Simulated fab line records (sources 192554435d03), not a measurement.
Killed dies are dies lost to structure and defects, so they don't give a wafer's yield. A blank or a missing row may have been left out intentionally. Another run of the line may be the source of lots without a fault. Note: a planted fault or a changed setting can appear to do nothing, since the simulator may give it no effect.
Split-lot study ; flow n5 finfet ; 7 lots, 21 wafers read, on a route of 1938 steps

== SPLIT DETAILS ==
At N5_HKMG_FIN_ETCH_58 (etches SOC in N2/H2, target depth 215.8 nm, time 741 s), the setting source w was moved away from the recipe's 875 W on 6 of the 21 wafers read, by -10.3% to +16.9%. All remaining wafers had this setting at the recipe value.

The reading comes from the split's own step.

== THE READING ==
rf vpp V, in V, at N5_HKMG_FIN_ETCH_58 (etches SOC in N2/H2, target depth 215.8 nm, time 741 s). Fault-free wafers of this fab line usually give 99.2 V, standard deviation 0.87 V.

wafer;tool, chamber at the split;source w as run, W;against the recipe;rf vpp V, V;against lot-mates on the recipe
L077.1;rie diel-03, 3;875;recipe;99.9;-
L077.4;rie diel-03, 2;875;recipe;100.0;-
L077.6;rie diel-03, 3;788.3;-9.9%;103.8;+3.8
L079.2;rie diel-02, 2;875;recipe;99.1;-
L079.4;rie diel-02, 3;1023;+16.9%;93.8;-5.0
L079.5;rie diel-02, 1;875;recipe;98.4;-
L088.1;rie diel-03, 1;875;recipe;99.1;-
L088.5;rie diel-03, 1;875;recipe;97.4;-
L088.6;rie diel-03, 0;875;recipe;98.5;-
L089.1;rie diel-03, 3;875;recipe;98.8;-
L089.2;rie diel-03, 0;875;recipe;99.7;-
L089.6;rie diel-03, 3;785.1;-10.3%;103.4;+4.2
L092.1;rie diel-03, 2;875;recipe;98.2;-
L092.2;rie diel-03, 3;875;recipe;98.9;-
L092.4;rie diel-03, 1;1001;+14.4%;93.7;-4.9
L094.1;rie diel-04, 3;875;recipe;98.9;-
L094.3;rie diel-04, 2;875;recipe;98.9;-
L094.4;rie diel-04, 1;875;recipe;99.5;-
L095.2;rie diel-03, 3;1016;+16.1%;93.6;-6.9
L095.5;rie diel-03, 0;1016;+16.1%;94.6;-5.9
L095.6;rie diel-03, 1;875;recipe;100.5;-

FIT RESULTS
A straight line over all 21 wafers: rf vpp V changes by -0.349 V for each +1% of source w; r = -0.96; the points scatter about the line by 0.8 V.
The same after taking each lot's own level away (the mean of its wafers on the recipe; 21 wafers): -0.364 V for each +1%; r = -0.98; scatter 0.54 V.
The reading moves by 6.2 V for the largest change in source w, on that fit.
The lots' own levels span 98.33 to 100.50 V, that is 2.5 times the standard deviation above.
Consequently the slope shifts little with the lot-to-lot level, the two slopes agreeing.
Check: for one of the wafers moved furthest among these (+16.9%), held out of the fit, the line's prediction against its lot-mates is -6.47 V. It came out at -4.95 V against them.
Tool readings at the split's step, against how far the setting was moved: rf vpp V r = -0.96.

== THE WHOLE CHAIN: every reading that the file lists as answering this split, in the file's order ==
step;what it does;reading;change (the file's fit);r (the file's)
N5_HKMG_FIN_ETCH_58;etches SOC in N2/H2, target depth 215.8 nm, time 741 s;rf vpp V;-0.354 V for each +1% of the setting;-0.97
N5_HKMG_FIN_ETCH_58;etches SOC in N2/H2, target depth 215.8 nm, time 741 s;SOC_of_HKMG_FIN_COAT_41.thk nm (the simulator's own value, which no gauge read);-1.73 nm for each +1% of the setting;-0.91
N5_HKMG_FIN_ETCH_58;etches SOC in N2/H2, target depth 215.8 nm, time 741 s;etch.depth nm (the simulator's own value, which no gauge read);+1.7 nm for each +1% of the setting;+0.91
N5_HKMG_FIN_ETCH_58;etches SOC in N2/H2, target depth 215.8 nm, time 741 s;HKMG_FIN.feature depth nm (the simulator's own value, which no gauge read);+1.7 nm for each +1% of the setting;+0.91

== FILE'S OWN FIT ==
rf vpp V changes by -0.354 V for each +1% of source w, r = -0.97.
